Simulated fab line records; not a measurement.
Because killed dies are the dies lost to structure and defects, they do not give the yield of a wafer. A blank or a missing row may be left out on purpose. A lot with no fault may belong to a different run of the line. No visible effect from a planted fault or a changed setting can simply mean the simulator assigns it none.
fab line records -- flow nand_harc -- part 2 of 2: steps 5 to 6 of 6
record: lots: 24, wafers: 72, last_day: 34
route steps=1302 shown A_STAIRCASE@672
lots that met no fault: from a run of the same line without faults
start_h: hours from the record's opening day to when the first of the lot's shown wafers began -- wait_h: hours since the lot's step before -- " the same as in the row above -- L1.1+2: a row that stands for several wafers -- - no value, or no start given -- * or withheld: withheld -- < > ~ a bound
route shown NAME@n: a module of which the file shows steps, and the number in the route of the first -- usual: mean/standard deviation of fault-free wafers -- same: alike in all rows -- chamber/n: place in a boat -- sites: readings site by site -- _std_site: the values' standard deviation -- _edge_site: outer sites' mean less inner sites' -- radius_mm: for every site, how far away it sits from the centre of the wafer -- mask NAME#n: copy n -- behind: the most recent tool/chamber to have shaped the wafer -- hold: what put the lot on hold/how long, in hours/how the hold closed -- device: the transistor (n, p or np) that didn't switch -- end of line: the same wafers' tests at the end of the route -- for a step that has no rows: nothing shown but its recipe -- killed: count of dies lost to structure and defects at first sort (not the wafer's yield) -- map: shows each die of a wafer: x if killed, . if not, _ if none is there
set.NAME: setting as actually run; set.NAME@STEP: the setting as run at that earlier step -- model.NAME: the simulator's own value behind a step, which no gauge read
the route's steps for a sample of lots (tables are steps, rows are wafers)
services: when a tool's chamber went out of use (start_h, in hours from the record's first day, below 0 if earlier), for how many hours, and the reason
== steps ==
step: NHARC_A_STAIRCASE_TRIM_191
recipe: time_s: 211.2, o2_flow_sccm: 500, ar_flow_sccm: 0, bias_w: 0, chemistry: O2
usual: drypump_motor_current_A: 6.0/0.37, oes_product_au: 1.001/0.0064, rf_vpp_V: 57.9/0.84, showerhead_plenum_p_Torr: 3.59/0.17, throttle_valve_pct: 17.037/0.0081
lot.wafer,tool,chamber,start_h,wait_h,drypump_motor_current_A,oes_product_au,rf_hours_counter_h,rf_vpp_V,showerhead_plenum_p_Torr,throttle_valve_pct
L074.3,rie_diel-01,0,-,-,5.7,0.993,54,57.7,3.41,17.038
L074.2,rie_diel-01,1,-,-,5.4,1.002,51,57.8,3.46,17.037
L074.1,rie_diel-01,2,-,-,6.1,1.000,52,58.1,3.29,17.046
L075.1,rie_diel-06,3,-,-,6.5,1.007,18,57.5,3.73,17.034
L075.4,rie_diel-06,1,-,-,6.4,0.990,20,58.3,3.80,17.044
L075.2,rie_diel-06,2,-,-,6.5,1.005,14,58.2,3.60,17.033
L076.3,rie_diel-04,0,-,-,6.2,0.996,2,57.7,3.37,17.040
L076.6,rie_diel-04,0,-,-,6.2,0.988,-,57.3,3.37,17.026
L076.5,rie_diel-04,1,-,-,6.3,0.996,-,56.9,3.43,17.025
L077.1,rie_diel-04,2,-,-,6.3,1.005,5,58.7,3.63,17.032
L077.3,rie_diel-04,3,-,-,5.5,1.018,5,57.1,3.80,17.040
L077.2,rie_diel-04,0,-,-,6.2,0.999,5,57.1,3.37,17.050
L078.1,rie_diel-06,1,-,-,6.4,1.002,30,57.5,3.79,17.041
L078.4,rie_diel-06,3,-,-,6.5,1.004,28,57.8,3.73,17.036
L078.5,rie_diel-06,0,-,-,6.0,0.995,-,59.0,3.50,17.031
L079.4,rie_diel-06,0,-,-,6.0,0.997,33,58.2,3.50,17.031
L079.5,rie_diel-06,2,-,-,6.5,0.997,-,57.3,3.60,17.045
L079.6,rie_diel-06,3,-,-,6.5,0.996,-,58.3,3.73,17.024
L080.1,rie_diel-04,0,-,-,6.2,1.000,15,57.6,3.37,17.040
L080.2,rie_diel-04,2,-,-,6.3,0.992,19,58.4,3.62,17.048
L080.4,rie_diel-04,3,-,-,5.5,0.997,16,58.0,3.80,17.034
L082.2,rie_diel-01,1,-,-,5.4,1.005,14,57.0,3.44,17.037
L082.5,rie_diel-01,2,-,-,6.1,1.007,-,58.2,3.80,17.024
L082.6,rie_diel-01,3,-,-,5.9,1.003,-,59.6,3.77,17.037
L081.3,rie_diel-01,3,-,-,5.9,1.003,13,59.2,3.77,17.043
L081.2,rie_diel-01,0,-,-,5.6,1.000,12,58.5,3.40,17.039
L081.6,rie_diel-01,3,-,-,5.9,1.003,-,57.2,3.77,17.042
L085.3,rie_diel-06,2,-,-,6.5,1.027,42,57.6,3.59,17.049
L085.4,rie_diel-06,3,-,-,6.5,1.008,46,59.0,3.72,17.043
L085.2,rie_diel-06,0,-,-,6.0,1.001,48,57.8,3.49,17.039
L084.2,rie_diel-04,1,-,-,6.3,0.999,34,56.8,3.41,17.036
L084.4,rie_diel-04,2,-,-,6.3,1.003,35,58.9,3.61,17.054
L084.6,rie_diel-04,1,-,-,6.3,1.006,-,58.5,3.41,17.044
L083.2,rie_diel-01,1,-,-,5.4,1.013,27,58.1,3.44,17.023
L083.4,rie_diel-01,3,-,-,5.9,0.999,19,56.7,3.76,17.029
L083.5,rie_diel-01,0,-,-,5.6,1.004,-,58.7,3.39,17.041
L086.3,rie_diel-01,2,-,-,6.1,0.999,37,59.0,3.79,17.050
L086.2,rie_diel-01,3,-,-,5.9,1.000,33,57.5,3.76,17.034
L086.5,rie_diel-01,1,-,-,5.4,0.996,-,58.0,3.43,17.036
L087.3,rie_diel-01,0,-,-,5.7,1.002,38,57.9,3.39,17.041
L087.2,rie_diel-01,1,-,-,5.4,0.998,39,56.4,3.43,17.029
L087.4,rie_diel-01,2,-,-,6.1,1.003,38,58.6,3.79,17.040
L088.2,rie_diel-06,2,-,-,6.4,1.002,2,57.3,3.58,17.037
L088.3,rie_diel-06,1,-,-,6.4,0.996,2,57.6,3.78,17.036
L088.6,rie_diel-06,3,-,-,6.5,0.992,-,57.1,3.71,17.037
L089.4,rie_diel-01,2,-,-,6.1,1.001,44,59.7,3.78,17.041
L089.2,rie_diel-01,3,-,-,6.0,1.009,39,58.2,3.75,17.029
L089.1,rie_diel-01,0,-,-,5.7,1.005,42,57.3,3.38,17.037
L090.3,rie_diel-01,2,-,-,6.1,1.005,48,57.6,3.78,17.028
L090.2,rie_diel-01,0,-,-,5.7,1.008,48,57.9,3.38,17.046
L090.6,rie_diel-01,1,-,-,5.4,0.994,-,57.0,3.43,17.039
L091.1,rie_diel-06,2,-,-,6.5,1.009,12,57.4,3.58,17.044
L091.3,rie_diel-06,1,-,-,6.4,1.002,14,57.6,3.77,17.031
L091.4,rie_diel-06,0,-,-,6.0,1.006,-,58.1,3.48,17.034
L092.1,rie_diel-01,0,-,-,5.7,1.006,57,57.5,3.38,17.040
L092.5,rie_diel-01,1,-,-,5.4,1.014,-,58.1,3.42,17.044
L092.6,rie_diel-01,2,-,-,6.1,1.000,-,58.7,3.77,17.038
L093.3,rie_diel-01,2,-,-,6.1,1.009,60,58.0,3.77,17.038
L093.1,rie_diel-01,3,-,-,5.9,0.996,54,57.8,3.74,17.039
L093.5,rie_diel-01,1,-,-,5.4,0.993,-,58.9,3.42,17.026
L094.4,rie_diel-04,1,-,-,6.3,0.998,5,56.8,3.40,17.028
L094.3,rie_diel-04,3,-,-,5.5,0.999,6,57.5,3.77,17.035
L094.5,rie_diel-04,1,-,-,6.3,0.998,-,59.1,3.40,17.046
L095.4,rie_diel-04,1,-,-,6.3,0.989,9,58.1,3.40,17.029
L095.1,rie_diel-04,3,-,-,5.4,1.006,10,58.8,3.77,17.029
L095.5,rie_diel-04,1,-,-,6.3,1.005,-,56.5,3.40,17.028
L096.3,rie_diel-01,2,-,-,6.1,0.998,1,57.7,3.77,17.041
L096.4,rie_diel-01,0,-,-,5.7,0.982,2,57.1,3.37,17.035
L096.5,rie_diel-01,2,-,-,6.1,1.002,-,60.3,3.77,17.032
L097.1,rie_diel-06,0,-,-,6.0,1.001,34,57.9,3.47,17.048
L097.4,rie_diel-06,1,-,-,6.4,0.996,32,58.1,3.76,17.044
L097.5,rie_diel-06,3,-,-,6.5,0.997,-,57.7,3.70,17.028
step: NHARC_A_STAIRCASE_ETCH_194
recipe: target_depth_a: 1000, time_s: 40.5, ion_energy_ev: 400, c4f8_flow_sccm: 20, o2_flow_sccm: 10, ar_flow_sccm: withheld, rf_w: 600, bias_w: 1000, chemistry: C4F8/O2
usual: oes_product_au: 0.946/0.0082, rf_vpp_V: 898/6.1
lot.wafer,tool,chamber,start_h,wait_h,oes_product_au,rf_hours_counter_h,rf_vpp_V
L074.2,rie_diel-01,2,-,-,0.930,53,888
L074.1,rie_diel-01,3,-,-,0.938,53,905
L074.3,rie_diel-01,0,-,-,0.936,55,892
L075.2,rie_diel-06,3,-,-,0.942,18,904
L075.4,rie_diel-06,1,-,-,0.951,20,906
L075.1,rie_diel-06,2,-,-,0.950,14,899
L076.3,rie_diel-04,3,-,-,0.950,2,906
L076.5,rie_diel-04,0,-,-,0.948,-,888
L076.6,rie_diel-04,1,-,-,0.936,-,893
L077.2,rie_diel-04,2,-,-,0.945,6,901
L077.3,rie_diel-04,3,-,-,0.943,5,906
L077.1,rie_diel-04,0,-,-,0.938,5,892
L078.1,rie_diel-06,3,-,-,0.945,28,903
L078.4,rie_diel-06,0,-,-,0.940,32,895
L078.5,rie_diel-06,1,-,-,0.942,-,907
L079.4,rie_diel-06,1,-,-,0.944,31,905
L079.6,rie_diel-06,2,-,-,0.954,-,899
L079.5,rie_diel-06,3,-,-,0.953,-,902
L080.1,rie_diel-04,1,-,-,0.940,17,892
L080.2,rie_diel-04,2,-,-,0.950,19,900
L080.4,rie_diel-04,3,-,-,0.945,17,904
L082.2,rie_diel-01,3,-,-,0.953,12,903
L082.6,rie_diel-01,2,-,-,0.964,-,906
L082.5,rie_diel-01,3,-,-,0.951,-,905
L081.3,rie_diel-01,0,-,-,0.944,12,892
L081.2,rie_diel-01,1,-,-,0.948,15,892
L081.6,rie_diel-01,0,-,-,0.952,-,892
L085.3,rie_diel-06,1,-,-,0.937,46,905
L085.2,rie_diel-06,3,-,-,0.946,46,904
L085.4,rie_diel-06,0,-,-,0.932,48,896
L084.4,rie_diel-04,2,-,-,0.957,35,899
L084.2,rie_diel-04,0,-,-,0.939,27,891
L084.6,rie_diel-04,1,-,-,0.948,-,893
L083.4,rie_diel-01,0,-,-,0.940,24,891
L083.2,rie_diel-01,2,-,-,0.944,25,905
L083.5,rie_diel-01,1,-,-,0.949,-,893
L086.2,rie_diel-01,2,-,-,0.937,37,905
L086.3,rie_diel-01,3,-,-,0.941,33,904
L086.5,rie_diel-01,1,-,-,0.959,-,893
L087.4,rie_diel-01,3,-,-,0.940,34,903
L087.3,rie_diel-01,1,-,-,0.948,39,892
L087.2,rie_diel-01,2,-,-,0.932,38,906
L088.3,rie_diel-06,1,-,-,0.954,2,905
L088.2,rie_diel-06,2,-,-,0.955,2,897
L088.6,rie_diel-06,0,-,-,0.950,-,895
L089.2,rie_diel-01,1,-,-,0.945,45,892
L089.4,rie_diel-01,3,-,-,0.950,39,905
L089.1,rie_diel-01,0,-,-,0.951,42,890
L090.2,rie_diel-01,1,-,-,0.962,47,892
L090.3,rie_diel-01,3,-,-,0.953,44,904
L090.6,rie_diel-01,0,-,-,0.956,-,890
L091.1,rie_diel-06,1,-,-,0.928,14,905
L091.3,rie_diel-06,2,-,-,0.933,13,896
L091.4,rie_diel-06,0,-,-,0.926,-,894
L092.1,rie_diel-01,2,-,-,0.939,60,904
L092.5,rie_diel-01,2,-,-,0.938,-,905
L092.6,rie_diel-01,3,-,-,0.944,-,902
L093.3,rie_diel-01,3,-,-,0.944,54,903
L093.1,rie_diel-01,0,-,-,0.951,57,891
L093.5,rie_diel-01,3,-,-,0.952,-,903
L094.4,rie_diel-04,0,-,-,0.952,6,889
L094.3,rie_diel-04,1,-,-,0.945,5,892
L094.5,rie_diel-04,1,-,-,0.946,-,891
L095.1,rie_diel-04,0,-,-,0.953,10,889
L095.4,rie_diel-04,2,-,-,0.946,9,899
L095.5,rie_diel-04,3,-,-,0.947,-,904
L096.3,rie_diel-01,2,-,-,0.946,2,905
L096.4,rie_diel-01,3,-,-,0.950,2,905
L096.5,rie_diel-01,1,-,-,0.943,-,892
L097.1,rie_diel-06,3,-,-,0.960,24,902
L097.4,rie_diel-06,0,-,-,0.949,34,895
L097.5,rie_diel-06,2,-,-,0.950,-,897
== services ==
tool,chamber,start_h,hours,kind
rie_diel-01,0,337.55,-,clean
rie_diel-01,1,337.55,-,clean
rie_diel-01,2,337.55,-,clean
rie_diel-01,3,337.55,-,clean
rie_diel-06,2,342.41,6.6,repair
plasma_asher-01,-,347.55,9.0,pm
plasma_asher-02,-,353.85,3.5,repair
rie_diel-04,-,355.24,9.0,pm
rie_diel-01,0,362.06,-,clean
rie_diel-01,1,362.06,-,clean
rie_diel-01,2,362.06,-,clean
rie_diel-01,3,362.06,-,clean
rie_diel-01,-,380.83,9.0,pm
rie_diel-01,0,411.25,2.8,repair
plasma_asher-02,-,426.23,9.0,pm
rie_diel-01,3,435.56,7.4,repair
rie_diel-04,-,475.32,1.2,repair
rie_diel-06,-,484.64,9.0,pm
rie_diel-01,1,507.78,6.3,repair
rie_diel-01,-,523.00,1.1,repair
plasma_asher-01,-,524.55,9.0,pm
rie_diel-04,-,532.24,9.0,pm
rie_diel-06,3,532.99,20.9,repair
rie_diel-01,-,560.45,9.0,pm
